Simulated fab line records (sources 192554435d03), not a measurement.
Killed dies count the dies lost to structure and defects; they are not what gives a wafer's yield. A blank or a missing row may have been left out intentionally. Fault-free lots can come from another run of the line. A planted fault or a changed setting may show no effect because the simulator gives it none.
fab line records    flow n5_finfet
record: lots: 10  wafers: 29  last_day: 17
route steps=1938 shown HKMG_FIN@406 PASSIVATION@1929
lots that met no fault: from a run of the same line without faults
start_h: hours from the record's opening day to when the first of the lot's shown wafers began    wait_h: how many hours have passed since the lot's step before this one    " unchanged from the row above    L1.1+2: a row that stands for several wafers    - no value, or no start given    * or withheld: withheld    < > ~ a bound
route shown NAME@n: NAME is a module with steps in the file, n the number in the route of the first one    usual: mean/standard deviation of fault-free wafers    same: alike in all rows    chamber/n: place in a boat    sites: readings site by site    _std_site: the standard deviation of these    _edge_site: outer sites' mean less inner sites'    radius_mm: for every site, how far away it sits from the centre of the wafer    mask NAME#n: copy n    behind: the most recent tool/chamber to have shaped the wafer    hold: the reason the lot was held/the length of the hold in hours/how it ended    device: which transistor (n, p or np) failed to switch    end of line: tests run on the same wafers once the route is complete    for a step that has no rows: nothing shown but its recipe    killed: the dies lost at the first sort to structure and to defects; this is not the yield of the wafer    map: shows each die of a wafer: x if killed, . if not, _ if none is there
set.NAME: the setting as run; set.NAME@STEP: as run at that earlier step    model.NAME: the simulator's own value behind a step, which no gauge read
route steps across a sampled set of lots; one table per step, one row per wafer
services: a tool's chamber out of use, with start hour (start_h, from the record's first day; less than 0 if before it), hours out, and reason
== steps ==
step: N5_HKMG_FIN_ETCH_58
recipe: chemistry: N2/H2  target: SOC  target_depth_a: 2158  ion_energy_ev: 50  bias_w: 13  time_s: 741  pressure_mtorr: 30  source_w: 875  n2_flow_sccm: 200  h2_flow_sccm: 200
usual: drypump_motor_current_A: 5.9/0.33  oes_product_au: 0.82/0.099  rf_vpp_V: 99.5/0.92  showerhead_plenum_p_Torr: 2.58/0.061  throttle_valve_pct: 17.77/0.26
lot.wafer  tool         chamber  start_h  wait_h  drypump_motor_current_A  oes_product_au  rf_hours_counter_h  rf_vpp_V  showerhead_plenum_p_Torr  throttle_valve_pct
L640.1     rie_diel-02  1        90.72    0.0     5.5                      0.74            170                 100.0     2.62                      17.87
L640.2     "            0        "        "       6.0                      0.92            22                  98.4      2.60                      17.52
L640.3     "            3        "        "       5.5                      0.69            249                 99.1      2.62                      17.80
L642.1     rie_diel-01  1        102.16   0.0     6.1                      0.71            224                 99.0      2.51                      18.03
L642.3     "            2        "        "       5.9                      0.72            201                 99.8      2.61                      17.78
L642.5     "            2        "        "       6.0                      0.73            -                   100.6     2.61                      17.80
L645.3     rie_diel-02  2        119.27   0.0     6.2                      0.91            25                  99.6      2.59                      17.28
L645.4     "            1        "        "       5.5                      0.73            -                   99.2      2.61                      17.90
L645.6     "            0        "        "       6.0                      0.88            -                   100.8     2.59                      17.54
L647.2     rie_diel-02  1        133.67   0.0     5.5                      0.72            190                 99.5      2.61                      17.90
L647.3     "            2        "        "       6.2                      0.91            31                  99.4      2.59                      17.31
L647.6     "            2        "        "       6.2                      0.91            -                   99.0      2.59                      17.29
L650.1     rie_diel-01  3        150.66   0.0     5.4                      0.90            16                  98.1      2.69                      17.78
L650.2     "            1        "        "       6.1                      0.69            242                 99.4      2.51                      18.07
L650.5     "            1        "        "       6.1                      0.70            -                   100.1     2.50                      18.05
L653.1     rie_diel-01  1        167.72   0.0     6.1                      0.68            248                 99.7      2.50                      18.07
L653.4     "            2        "        "       5.9                      0.70            225                 101.3     2.60                      17.83
L653.5     "            2        "        "       5.9                      0.70            -                   101.4     2.60                      17.85
L654.1     rie_diel-06  1        174.23   0.0     6.5                      0.92            15                  101.3     2.60                      17.82
L654.4     "            0        "        "       6.2                      0.91            25                  97.8      2.49                      18.01
L654.5     "            0        "        "       6.2                      0.92            -                   99.4      2.49                      17.98
L655.2     rie_diel-01  0        177.55   0.0     6.0                      0.86            48                  101.4     2.70                      17.73
L655.6     "            3        "        "       5.3                      0.90            -                   101.3     2.68                      17.79
L657.2     rie_diel-06  2        191.02   0.0     5.7                      0.87            46                  98.7      2.49                      17.78
L657.3     "            0        "        "       6.2                      0.89            32                  98.9      2.48                      18.01
L657.4     "            1        "        "       6.5                      0.89            22                  98.6      2.59                      17.86
L660.2     rie_diel-02  2        214.57   0.0     6.2                      0.85            56                  99.3      2.58                      17.33
L660.4     "            3        "        "       5.5                      0.86            32                  100.3     2.60                      17.48
L660.5     "            3        "        "       5.5                      0.86            -                   99.7      2.60                      17.47
step: N5_PASSIVATION_PASS_ETCH_47
recipe: chemistry: CF4/O2  target: SiNx  target_depth_a: 7700  time_s: 385  ion_energy_ev: 100  pressure_mtorr: 40  source_w: 535  bias_w: 49  Ar_flow_sccm: 100  cf4_flow_sccm: 100  O2_flow_sccm: 10
usual: O2_flow_sccm: 10.000/0.029  drypump_motor_current_A: 5.9/0.34  oes_product_au: 0.83/0.063  rf_vpp_V: 244/3.5  showerhead_plenum_p_Torr: 2.22/0.064  throttle_valve_pct: 15.82/0.22
lot.wafer  tool         chamber  start_h  wait_h  O2_flow_sccm  drypump_motor_current_A  oes_product_au  rf_hours_counter_h  rf_vpp_V  showerhead_plenum_p_Torr  throttle_valve_pct
L640.1     rie_diel-02  0        295.87   0.0     9.998         6.0                      0.80            99                  241       2.21                      15.68
L640.2     "            3        "        "       10.059        5.5                      0.82            60                  238       2.24                      15.48
L640.3     "            1        "        "       9.972         5.5                      0.70            248                 241       2.27                      16.41
L642.1     rie_diel-01  3        314.36   0.0     10.000        5.3                      0.81            76                  241       2.33                      16.06
L642.3     "            2        "        "       10.008        6.0                      0.93            15                  246       2.24                      15.60
L642.5     "            2        "        "       9.971         5.9                      0.94            -                   245       2.24                      15.59
L645.3     rie_diel-01  2        323.09   0.0     9.994         5.9                      0.95            16                  245       2.24                      15.61
L645.4     "            3        "        "       10.003        5.3                      0.81            80                  240       2.33                      16.06
L645.6     "            1        "        "       10.001        6.1                      0.85            -                   245       2.14                      15.67
L647.2     rie_diel-01  0        332.59   0.0     10.024        6.0                      0.79            107                 241       2.31                      15.83
L647.3     "            1        "        "       10.005        6.0                      0.84            54                  247       2.14                      15.65
L647.6     "            1        "        "       9.995         6.1                      0.85            -                   245       2.14                      15.67
L655.2     rie_diel-01  0        365.34   0.0     9.966         6.0                      0.77            119                 240       2.30                      15.85
L655.6     "            1        "        "       10.013        6.1                      0.84            -                   247       2.14                      15.67
L650.1     rie_diel-06  3        373.00   0.0     10.016        5.4                      0.93            19                  247       2.17                      15.82
L650.2     "            0        "        "       9.955         6.2                      0.80            94                  244       2.14                      16.06
L650.5     "            1        "        "       9.974         6.5                      0.80            -                   244       2.22                      16.05
L653.1     rie_diel-02  2        373.22   0.0     10.077        6.2                      0.81            115                 252       2.20                      15.54
L653.4     "            2        "        "       9.994         6.2                      0.80            -                   252       2.20                      15.54
L653.5     "            3        "        "       9.959         5.5                      0.79            -                   237       2.23                      15.52
L654.1     rie_diel-06  2        382.30   0.0     9.982         5.7                      0.79            116                 242       2.13                      15.85
L654.4     "            0        "        "       9.994         6.2                      0.79            98                  244       2.14                      16.06
L654.5     "            1        "        "       9.988         6.5                      0.80            -                   246       2.22                      16.06
L660.2     rie_diel-02  3        404.12   0.0     10.034        5.5                      0.78            94                  240       2.23                      15.55
L660.4     "            1        "        "       9.993         5.5                      0.90            -                   241       2.26                      16.03
L660.5     "            2        "        "       9.980         6.2                      0.79            -                   252       2.20                      15.55
L657.2     rie_diel-01  1        404.29   0.0     9.965         6.1                      0.81            80                  245       2.13                      15.71
L657.3     "            0        "        "       9.986         6.0                      0.76            132                 238       2.30                      15.88
L657.4     "            2        "        "       9.983         5.9                      0.88            45                  245       2.23                      15.67
step: N5_PASSIVATION_ETCH_54
recipe: chemistry: CHF3/O2  target: SiO2  target_depth_a: 8800  CHF3_flow_sccm: 50  O2_flow_sccm: 5  Ar_flow_sccm: 200  time_s: 440  mask_material: PR  pressure_mtorr: 30  source_w: 650  bias_w: 170  ion_energy_ev: 200
usual: O2_flow_sccm: 5.000/0.014  drypump_motor_current_A: 5.9/0.34  oes_product_au: 0.83/0.063  rf_vpp_V: 531/7.5  showerhead_plenum_p_Torr: 2.43/0.068  throttle_valve_pct: 18.77/0.21
lot.wafer  tool         chamber  start_h  wait_h  O2_flow_sccm  drypump_motor_current_A  oes_product_au  rf_hours_counter_h  rf_vpp_V  showerhead_plenum_p_Torr  throttle_valve_pct
L640.1     rie_diel-02  0        296.10   0.1     4.997         6.0                      0.80            99                  528       2.42                      18.62
L640.2     "            3        "        "       5.009         5.5                      0.82            61                  518       2.45                      18.45
L640.3     "            1        "        "       4.986         5.5                      0.69            248                 523       2.48                      19.28
L642.1     rie_diel-01  3        314.59   0.1     5.010         5.3                      0.81            77                  526       2.54                      19.01
L642.3     "            2        "        "       5.004         5.9                      0.94            15                  533       2.46                      18.63
L642.5     "            2        "        "       5.020         5.9                      0.94            -                   534       2.46                      18.62
L645.3     rie_diel-01  2        323.31   0.1     5.004         5.9                      0.95            16                  533       2.46                      18.65
L645.4     "            3        "        "       4.984         5.3                      0.81            80                  524       2.54                      19.00
L645.6     "            1        "        "       5.026         6.1                      0.86            -                   536       2.35                      18.64
L647.2     rie_diel-01  0        332.81   0.1     4.982         6.0                      0.78            107                 522       2.51                      18.69
L647.3     "            1        "        "       5.012         6.1                      0.85            54                  537       2.35                      18.64
L647.6     "            1        "        "       5.005         6.1                      0.85            -                   538       2.35                      18.65
L655.2     rie_diel-01  0        365.57   0.1     4.967         6.0                      0.77            120                 522       2.50                      18.71
L655.6     "            1        "        "       5.029         6.1                      0.84            -                   537       2.34                      18.67
L650.1     rie_diel-06  3        373.23   0.1     4.986         5.4                      0.94            19                  535       2.37                      18.81
L650.2     "            0        "        "       5.028         6.2                      0.80            95                  531       2.33                      18.98
L650.5     "            1        "        "       4.989         6.5                      0.82            -                   534       2.42                      18.99
L653.1     rie_diel-02  2        373.45   0.1     5.000         6.2                      0.80            115                 549       2.41                      18.45
L653.4     "            2        "        "       5.012         6.2                      0.80            -                   549       2.41                      18.44
L653.5     "            3        "        "       4.989         5.5                      0.80            -                   518       2.44                      18.49
L654.1     rie_diel-06  2        382.52   0.1     5.002         5.7                      0.79            116                 527       2.33                      18.79
L654.4     "            0        "        "       4.990         6.2                      0.80            98                  530       2.33                      19.00
L654.5     "            1        "        "       5.007         6.5                      0.81            -                   533       2.42                      18.99
L660.2     rie_diel-02  3        404.35   0.1     5.026         5.6                      0.78            94                  517       2.44                      18.52
L660.4     "            1        "        "       5.003         5.5                      0.90            -                   522       2.46                      18.98
L660.5     "            2        "        "       4.996         6.2                      0.78            -                   549       2.40                      18.47
L657.2     rie_diel-01  1        404.52   0.1     4.997         6.0                      0.82            80                  536       2.34                      18.68
L657.3     "            0        "        "       4.965         6.0                      0.77            132                 523       2.50                      18.74
L657.4     "            2        "        "       4.999         5.9                      0.88            46                  532       2.45                      18.66
step: N5_PASSIVATION_STRIP_48
recipe: chemistry: O2  power_w: 600  temp_c: 60  pressure_mtorr: 30  rf_frequency_hz: 6e+07  bias_power_w: 0  overash_fraction: 0.5  o2_flow_sccm: 225
usual: drypump_motor_current_A: 5.9/0.34  oes_product_au: 0.83/0.068  rf_vpp_V: 3.7/2.2  showerhead_plenum_p_Torr: 2.12/0.065  temp_c: 60.00/0.13  throttle_valve_pct: 16.69/0.2
lot.wafer  tool         chamber  start_h  wait_h  drypump_motor_current_A  oes_product_au  rf_hours_counter_h  rf_vpp_V  showerhead_plenum_p_Torr  temp_c  throttle_valve_pct
L640.1     rie_diel-02  0        296.38   0.1     5.9                      0.82            99                  1.0       2.11                      60.20   16.52
L640.2     "            3        "        "       5.4                      0.84            61                  0         2.15                      60.15   16.42
L640.3     "            1        "        "       5.5                      0.70            248                 3.9       2.15                      59.91   17.16
L642.1     rie_diel-01  3        314.88   0.1     5.3                      0.83            77                  8.3       2.23                      59.93   16.88
L642.3     "            2        "        "       5.9                      0.98            16                  2.2       2.15                      60.37   16.43
L642.5     "            2        "        "       5.9                      0.93            -                   6.9       2.16                      60.22   16.58
L645.3     rie_diel-01  2        323.60   0.1     5.9                      0.96            16                  3.4       2.16                      59.98   16.46
L645.4     "            3        "        "       5.3                      0.81            80                  4.8       2.23                      59.95   16.93
L645.6     "            1        "        "       6.0                      0.85            -                   0.8       2.06                      59.96   16.58
L647.2     rie_diel-01  0        333.10   0.1     6.0                      0.78            108                 7.1       2.21                      60.01   16.69
L647.3     "            1        "        "       6.1                      0.85            54                  3.6       2.06                      60.16   16.49
L647.6     "            1        "        "       6.1                      0.84            -                   4.3       2.05                      60.11   16.64
L655.2     rie_diel-01  0        365.85   0.1     6.0                      0.78            120                 3.9       2.20                      60.02   16.71
L655.6     "            1        "        "       6.1                      0.84            -                   9.0       2.05                      60.00   16.64
L650.1     rie_diel-06  3        373.52   0.1     5.4                      0.91            19                  2.8       2.05                      59.96   16.54
L650.2     "            0        "        "       6.2                      0.84            95                  1.6       2.03                      60.00   16.80
L650.5     "            1        "        "       6.5                      0.81            -                   5.8       2.13                      60.05   16.96
L653.1     rie_diel-02  2        373.74   0.1     6.2                      0.78            115                 6.0       2.11                      59.98   16.42
L653.4     "            2        "        "       6.2                      0.80            -                   1.8       2.11                      60.05   16.41
L653.5     "            3        "        "       5.5                      0.83            -                   3.1       2.15                      60.19   16.42
L654.1     rie_diel-06  2        382.81   0.1     5.7                      0.78            116                 5.0       2.02                      59.93   16.60
L654.4     "            0        "        "       6.2                      0.80            98                  1.7       2.03                      59.93   16.83
L654.5     "            1        "        "       6.5                      0.84            -                   3.6       2.13                      59.86   16.99
L660.2     rie_diel-02  3        404.64   0.1     5.5                      0.75            95                  3.4       2.14                      60.11   16.54
L660.4     "            1        "        "       5.5                      0.92            -                   1.5       2.14                      59.97   16.80
L660.5     "            2        "        "       6.2                      0.76            -                   1.2       2.11                      60.25   16.51
L657.2     rie_diel-01  1        404.80   0.1     6.1                      0.81            80                  1.9       2.05                      60.02   16.60
L657.3     "            0        "        "       6.0                      0.75            132                 1.5       2.20                      60.09   16.78
L657.4     "            2        "        "       5.9                      0.91            46                  4.4       2.14                      60.11   16.65
step: N5_PASSIVATION_PROBE_49
usual: defect_limited_yield: 91.2/1.3  killed_at_M0_to_M3: 34/10  killed_at_M4_up: 13/4.6  killed_at_contacts: 13/5.5  killed_at_front_end: 41/12  killed_at_other: 2.8/2.4  killed_dies: 104/16  killed_open: 67/12  killed_short: 33/7.2  sort_bin_5_function: 5.1/0.86  sort_bin_6_memory: 3.3/0.62  sort_bin_8_speed: 0.00/0.014  sort_n_pass: 1076/16
same: gross_dies: 1180  killed_at_back_side: 0  sort_bin_4_leakage[%]: 0
lot.wafer  tool       chamber  start_h  wait_h  defect_limited_yield[%]  killed_at_M0_to_M3  killed_at_M4_up  killed_at_contacts  killed_at_front_end  killed_at_other  killed_dies  killed_open  killed_short  sort_bin_5_function[%]  sort_bin_6_memory[%]  sort_bin_8_speed[%]  sort_n_pass
L640.1     prober-01  -        298.87   0.0     88.5                     30                  19               27                  58                   2                136          100          33            6.9                     4.2                   0                    1044
L640.2     prober-01  -        298.92   0.1     92.0                     21                  19               9                   38                   7                94           57           36            5.0                     2.7                   0                    1086
L640.3     prober-01  -        298.97   0.1     92.5                     20                  16               8                   39                   6                89           59           28            4.7                     2.6                   0                    1091
L642.1     prober-02  -        317.39   0.0     91.9                     33                  17               11                  31                   3                95           55           30            5.0                     2.6                   0                    1085
L642.3     prober-02  -        317.49   0.1     89.3                     49                  8                19                  45                   5                126          81           39            6.5                     4.0                   0                    1054
L642.5     prober-02  -        317.59   0.2     91.9                     27                  18               9                   32                   10               96           70           22            5.1                     2.6                   0                    1084
L647.2     prober-02  -        335.66   0.1     80.3                     33                  18               15                  164                  2                232          83           27            13.1                    5.0                   0                    948
L647.3     prober-02  -        335.71   0.1     84.7                     37                  14               19                  111                  0                181          64           44            10.1                    3.6                   0                    999
L647.6     prober-02  -        335.86   0.3     85.6                     30                  13               18                  108                  1                170          63           37            9.2                     3.3                   0                    1010
L653.1     prober-02  -        376.28   0.0     91.1                     27                  21               18                  39                   0                105          67           26            4.4                     3.6                   0                    1075
L653.4     prober-02  -        376.43   0.2     88.8                     71                  14               10                  37                   0                132          84           43            6.8                     4.0                   0                    1048
L653.5     prober-02  -        376.48   0.2     91.2                     35                  21               12                  33                   3                104          63           30            5.3                     2.9                   0                    1076
L654.1     prober-02  -        385.30   0.0     90.7                     32                  13               14                  44                   7                110          61           44            5.4                     3.3                   0                    1070
L654.4     prober-02  -        385.45   0.2     91.9                     44                  9                10                  32                   1                96           67           22            4.4                     3.3                   0                    1084
L654.5     prober-02  -        385.50   0.2     93.4                     28                  8                8                   30                   4                78           44           32            3.7                     2.6                   0                    1102
L660.2     prober-02  -        407.18   0.1     90.9                     49                  14               4                   34                   6                107          71           33            5.3                     3.6                   0                    1073
L660.4     prober-02  -        407.28   0.2     89.9                     53                  19               3                   37                   7                119          58           50            6.2                     2.8                   0                    1061
L660.5     prober-02  -        407.33   0.2     94.6                     37                  3                2                   21                   1                64           35           29            2.6                     2.5                   0                    1116
L657.2     prober-01  -        407.35   0.1     91.4                     37                  16               18                  28                   2                101          61           34            4.9                     3.3                   0                    1079
L657.3     prober-01  -        407.40   0.1     95.0                     25                  4                12                  18                   0                59           44           9             2.8                     1.9                   0                    1121
L657.4     prober-01  -        407.45   0.2     93.1                     26                  11               13                  30                   1                81           56           19            4.4                     2.2                   0                    1099
killed by level:class
L640.1 MOL_CONTACT_COAG:geometric_particle:open=21 STI_FIN_REVEAL:geometric_particle:open=19 BEOL_M4:geometric_particle:open=12 FIN_SAQP:geometric_particle:open=10 BEOL_M3:geometric_particle:open=10 FIN_SAQP:geometric_particle:short=8 MOL_CONTACT_COAG:geometric_particle:short=6 STI_FIN_REVEAL:geometric_particle:short=5
L640.2 FIN_SAQP:geometric_particle:open=10 BEOL_M3:geometric_particle:open=7 STI_FIN_REVEAL:geometric_particle:open=7 FIN_SAQP:geometric_particle:short=6 MOL_CONTACT_COAG:geometric_particle:open=6 BEOL_M4:geometric_particle:open=6 BEOL_M4:geometric_particle:short=6 BEOL_M0_SAQP:geometric_particle:open=3
L640.3 FIN_SAQP:geometric_particle:open=12 FIN_SAQP:geometric_particle:short=11 MOL_CONTACT_COAG:geometric_particle:open=7 BEOL_M4:geometric_particle:open=7 STI_FIN_REVEAL:geometric_particle:open=5 BEOL_M3:geometric_particle:open=5 BEOL_M0:geometric_particle:open=4 BEOL_M0_SAQP:geometric_particle:short=3
L642.1 MOL_CONTACT_COAG:geometric_particle:open=10 BEOL_M4:geometric_particle:open=9 FIN_SAQP:geometric_particle:short=7 BEOL_M2:geometric_particle:open=7 BEOL_M0_SAQP:geometric_particle:short=6 FIN_SAQP:geometric_particle:open=5 BEOL_M3:geometric_particle:open=5 BEOL_M3:geometric_particle:short=4
L642.3 MOL_CONTACT_COAG:geometric_particle:open=14 BEOL_M3:geometric_particle:open=13 BEOL_M0_SAQP:geometric_particle:short=11 FIN_SAQP:geometric_particle:open=10 BEOL_M0_SAQP:geometric_particle:open=9 BEOL_M2:geometric_particle:open=7 BEOL_M1:geometric_particle:open=6 STARTING-WAFER:geometric_particle:short=6
L642.5 MOL_CONTACT_COAG:geometric_particle:open=8 BEOL_M0_SAQP:geometric_particle:open=8 DUMMY_GATE:geometric_particle:open=7 BEOL_M3:geometric_particle:open=7 BEOL_M5:geometric_particle:open=7 GATE_CUT:geometric_particle:short=6 FIN_SAQP:geometric_particle:short=5 BEOL_M1:geometric_particle:open=5
L647.2 HKMG_FIN:unspecified=116 MOL_CONTACT_COAG:geometric_particle:open=13 BEOL_M2:geometric_particle:open=9 BEOL_M4:geometric_particle:open=9 FIN_SAQP:geometric_particle:open=8 GATE_CUT:geometric_particle:open=7 BEOL_M3:geometric_particle:open=7 GATE_CUT:geometric_particle:short=6
L647.3 HKMG_FIN:unspecified=65 MOL_CONTACT_COAG:geometric_particle:open=14 BEOL_M0_SAQP:geometric_particle:open=10 BEOL_M0_SAQP:geometric_particle:short=9 STI_FIN_REVEAL:geometric_particle:open=8 BEOL_M4:geometric_particle:open=8 HKMG_FIN:area_etch=7 FIN_SAQP:geometric_particle:short=6
L647.6 HKMG_FIN:unspecified=70 MOL_CONTACT_COAG:geometric_particle:open=12 BEOL_M3:geometric_particle:open=10 BEOL_M4:geometric_particle:open=8 STI_FIN_REVEAL:geometric_particle:open=7 FIN_SAQP:geometric_particle:open=6 MOL_CONTACT_COAG:geometric_particle:short=6 BEOL_M0_SAQP:geometric_particle:open=6
L653.1 MOL_CONTACT_COAG:geometric_particle:open=16 BEOL_M0_SAQP:geometric_particle:open=8 HKMG_FIN:area_etch=8 FIN_SAQP:geometric_particle:open=7 BEOL_M0_SAQP:geometric_particle:short=7 BEOL_M5:geometric_particle:open=6 BEOL_M0:geometric_particle:open=6 STI_FIN_REVEAL:geometric_particle:open=5
L653.4 BEOL_M0_SAQP:geometric_particle:open=26 BEOL_M0_SAQP:geometric_particle:short=22 STI_FIN_REVEAL:geometric_particle:open=14 FIN_SAQP:geometric_particle:open=9 MOL_CONTACT_COAG:geometric_particle:open=9 BEOL_M2:geometric_particle:open=9 FIN_SAQP:geometric_particle:short=5 GATE_CUT:geometric_particle:short=3
L653.5 MOL_CONTACT_COAG:geometric_particle:open=10 BEOL_M0_SAQP:geometric_particle:short=10 BEOL_M0_SAQP:geometric_particle:open=10 STI_FIN_REVEAL:geometric_particle:open=8 HKMG_FIN:area_etch=7 FIN_SAQP:geometric_particle:open=6 BEOL_M1:geometric_particle:open=5 BEOL_M5:geometric_particle:open=5
L654.1 FIN_SAQP:geometric_particle:short=14 MOL_CONTACT_COAG:geometric_particle:open=13 FIN_SAQP:geometric_particle:open=6 BEOL_M2:geometric_particle:open=6 BEOL_M4:geometric_particle:open=6 GATE_CUT:geometric_particle:open=5 BEOL_M0_SAQP:geometric_particle:open=5 GATE_CUT:geometric_particle:short=4
L654.4 BEOL_M2:geometric_particle:open=11 BEOL_M1:geometric_particle:open=9 MOL_CONTACT_COAG:geometric_particle:open=7 BEOL_M4:geometric_particle:open=7 FIN_SAQP:geometric_particle:open=6 DUMMY_GATE:geometric_particle:open=6 BEOL_M3:geometric_particle:open=6 BEOL_M3:geometric_particle:short=6
L654.5 BEOL_M0_SAQP:geometric_particle:short=9 FIN_SAQP:geometric_particle:short=6 FIN_SAQP:geometric_particle:open=5 BEOL_M0_SAQP:geometric_particle:open=5 MOL_CONTACT_COAG:geometric_particle:open=5 GATE_CUT:geometric_particle:short=4 BEOL_M2:geometric_particle:open=4 STI_FIN_REVEAL:geometric_particle:open=3
L660.2 BEOL_M2:geometric_particle:open=11 BEOL_M3:geometric_particle:open=9 STI_FIN_REVEAL:geometric_particle:open=7 BEOL_M0_SAQP:geometric_particle:open=7 BEOL_M1:geometric_particle:open=6 FIN_SAQP:geometric_particle:short=5 MOL_CONTACT_COAG:geometric_particle:open=4 BEOL_M0_SAQP:geometric_particle:short=4
L660.4 BEOL_M0_SAQP:geometric_particle:short=19 FIN_SAQP:geometric_particle:short=11 BEOL_M0_SAQP:geometric_particle:open=11 BEOL_M4:geometric_particle:open=9 STI_FIN_REVEAL:geometric_particle:open=6 BEOL_M3:geometric_particle:open=5 HKMG_FIN:area_etch=5 BEOL_M1:geometric_particle:open=4
L660.5 BEOL_M0_SAQP:geometric_particle:short=12 BEOL_M0_SAQP:geometric_particle:open=9 BEOL_M2:geometric_particle:open=7 FIN_SAQP:geometric_particle:short=4 BEOL_M2:geometric_particle:short=4 FIN_SAQP:geometric_particle:open=3 STARTING-WAFER:geometric_particle:short=3 STARTING-WAFER:geometric_particle:open=3
L657.2 MOL_CONTACT_COAG:geometric_particle:open=12 BEOL_M0_SAQP:geometric_particle:short=10 BEOL_M2:geometric_particle:open=7 STI_FIN_REVEAL:geometric_particle:open=6 MOL_CONTACT_COAG:geometric_particle:short=6 BEOL_M1:geometric_particle:open=5 BEOL_M0_SAQP:geometric_particle:open=5 BEOL_M4:geometric_particle:open=5
L657.3 BEOL_M3:geometric_particle:open=10 MOL_CONTACT_COAG:geometric_particle:open=8 STI_FIN_REVEAL:geometric_particle:open=4 MOL_CONTACT_COAG:geometric_particle:short=4 BEOL_M2:geometric_particle:open=4 DUMMY_GATE:geometric_particle:open=3 BEOL_M0_SAQP:geometric_particle:open=3 STARTING-WAFER:geometric_particle:open=3
L657.4 MOL_CONTACT_COAG:geometric_particle:open=11 BEOL_M1:geometric_particle:open=9 FIN_SAQP:geometric_particle:open=5 BEOL_M3:geometric_particle:open=5 FIN_SAQP:geometric_particle:short=3 STI_FIN_REVEAL:geometric_particle:short=3 STI_FIN_REVEAL:geometric_particle:open=3 DUMMY_GATE:geometric_particle:open=3
== services ==
tool         chamber  start_h  hours  kind
rie_diel-01  3        85.99    -      clean
rie_diel-01  3        85.99    -      consumable_replace:focus_ring
rie_diel-01  3        85.99    -      consumable_replace:showerhead
rie_diel-01  3        85.99    19.1   scheduled_down
rie_diel-01  3        85.99    19.1   vent_cycle
rie_diel-01  -        86.10    14.6   pm
rie_diel-06  0        89.21    9.2    repair
rie_diel-02  2        171.75   5.4    repair
rie_diel-01  1        172.90   -      clean
rie_diel-01  1        172.90   -      consumable_replace:focus_ring
rie_diel-01  1        172.90   20.6   scheduled_down
rie_diel-01  1        172.90   20.6   vent_cycle
rie_diel-01  -        189.34   0.3    repair
rie_diel-01  2        218.92   9.9    repair
rie_diel-02  0        219.88   3.8    repair
rie_diel-01  2        254.45   7.3    repair
rie_diel-01  2        261.77   -      clean
rie_diel-01  2        261.77   -      consumable_replace:focus_ring
rie_diel-01  2        261.77   11.2   scheduled_down
rie_diel-01  2        261.77   11.2   vent_cycle
rie_diel-01  2        315.73   7.1    repair
rie_diel-02  3        350.59   13.3   repair
rie_diel-02  1        372.17   3.1    repair
rie_diel-02  0        402.83   7.8    repair
== key ==
first_sign: step: N5_PASSIVATION_PROBE_49  reading: killed_at_front_end  direction: up  sigmas: 7.5  usual: 41  struck: 128
effect: step: N5_PASSIVATION_PROBE_49  reading: defect_limited_yield  direction: down  sigmas: 5.8  usual: 91.2  struck: 83.5
more_kills_born_at: N5_HKMG_FIN_ETCH_58@rie_diel-02: 251
met_at N5_HKMG_FIN_ETCH_58
struck_lots L647
not_acting_at N5_PASSIVATION_PASS_ETCH_47,N5_PASSIVATION_ETCH_54,N5_PASSIVATION_STRIP_48
onset_between 119.27 133.67
earlier_fault: kind: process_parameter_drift  tool: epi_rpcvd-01  chamber: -  onset_h: 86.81  steps: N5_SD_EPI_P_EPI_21  channel: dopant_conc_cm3  offset: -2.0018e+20  shape: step  end_h: 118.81  acts_in: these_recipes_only  stated: 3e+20
fault: kind: chamber_particle_source  tool: rie_diel-02  chamber: -  onset_h: 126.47  steps: N5_HKMG_FIN_ETCH_58  rate_per_visit_cm2: 0.60752  end_h: 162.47
